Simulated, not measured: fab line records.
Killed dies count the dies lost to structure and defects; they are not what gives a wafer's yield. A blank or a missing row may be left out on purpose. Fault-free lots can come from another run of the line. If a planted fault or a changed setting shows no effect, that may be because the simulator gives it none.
Struck lot and sound lot, side by side -- flow n5-finfet -- 14 steps out of a route of 1938
Sound: these wafers, L164.1, L164.2, L164.6. Struck: wafer L168.1 (L168.2, L168.4, from the same lot, were not struck and are left out); the cause is given at the end.
At each step with rows: each side's tool, then ch and its chambers, then its first start. Under that, the readings that differ: sound wafers -- struck wafers -- difference of the means -- sigmas: that difference in standard deviations of wafers without a fault.
alike: readings whose means differ by less than 2 such deviations, and words and numbers that are the same on both sides. not compared: withheld readings, readings that some wafer has no value for, bounds like >300 that may hide the same value, and numbers for which the record gives no deviation and whose values overlap.
The two part at a step that has a row with sigmas, a row that says differs or no value, or rows on one side only. Non-overlapping numbers with no deviation appear without sigmas and do not part them. A reading missing from all wafers of one side parts the sides only when that side holds two or more wafers.

N5_BEOL_M15_TRENCH_ETCH_34: etches SiO2 in C4F8/O2/Ar, target depth 872.93 nm, time 199 s.
  sound on rie-diel-02 ch 1,2,3, day 12 19:49; struck on rie-diel-04 ch 0, day 13 12:20
  alike: drypump-motor-current-A, he-inner-torr, oes-product-au, rf-vpp-V, showerhead-plenum-p-Torr, throttle-valve-pct
  not compared: rf-hours-counter-h
then, 1 step without rows for these wafers: N5_BEOL_M15_STRIP_36 (strips in O2).
N5_BEOL_M15_STRIP_62: strips in O2.
  sound: rie-diel-06 ch 1,2,3; struck: rie-diel-02 ch 3
  alike: drypump-motor-current-A, oes-product-au, rf-vpp-V, showerhead-plenum-p-Torr, throttle-valve-pct
  not compared: rf-hours-counter-h
then, 4 steps without rows for these wafers: N5_BEOL_M15_STRIP_37 (strips in O2); N5_BEOL_M15_ETCH_38 (etches SiCN in CF4/N2, target depth 106.4 nm, time 120.5 s); N5_BEOL_M15_PRECLEAN_39 (cleans in residue remover, time 60 s); N5_BEOL_M15_SRD_40 (time 30 s, dry time 30 s).
N5_BEOL_M15_DEGAS_41: time 60 s.
  sound on pvd-sputter-01 at day 12 20:37; struck on pvd-sputter-03 at day 13 13:01
reading,sound,struck,difference,sigmas
heater-power-w (W),511 455 486,385,-99,-2
then, 1 step without rows for these wafers: N5_BEOL_M15_PRE_CLEAN_42 (time 30 s).
N5_BEOL_M15_SPUTTER_43: material TaN, target thk 15 nm, time 24.19 s.
  sound on pvd-sputter-01 at day 12 20:42; struck on pvd-sputter-03 at day 13 13:05
reading,sound,struck,difference,sigmas
cathode-dc-power-W (W),15000 15005 15002,14994,-8,-3
  alike: throttle-valve-pct
N5_BEOL_M15_SPUTTER_44: material Ta, target thk 15 nm, time 24.19 s.
  sound on pvd-sputter-01 at day 12 20:47; struck on pvd-sputter-03 at day 13 13:10
  alike: cathode-dc-power-W, throttle-valve-pct
N5_BEOL_M15_SPUTTER_45: material Cu, target thk 100 nm, time 16.67 s.
  sound on pvd-sputter-01 at day 12 20:52; struck on pvd-sputter-03 at day 13 13:15
reading,sound,struck,difference,sigmas
cathode-dc-power-W (W),26002 26003 25996,23544,-2456,-99 or more
  alike: chuck-sensor-temp-C, throttle-valve-pct
then, 2 steps without rows for these wafers: N5_BEOL_M15_ECD_47 (material Cu, target thk 1860 nm); N5_PASSIVATION_PROBE_49.

## WHERE THEY PART
At N5_BEOL_M15_DEGAS_41 first; at N5_BEOL_M15_SPUTTER_45 last (within this record only).

WHY: whatever the simulator had introduced
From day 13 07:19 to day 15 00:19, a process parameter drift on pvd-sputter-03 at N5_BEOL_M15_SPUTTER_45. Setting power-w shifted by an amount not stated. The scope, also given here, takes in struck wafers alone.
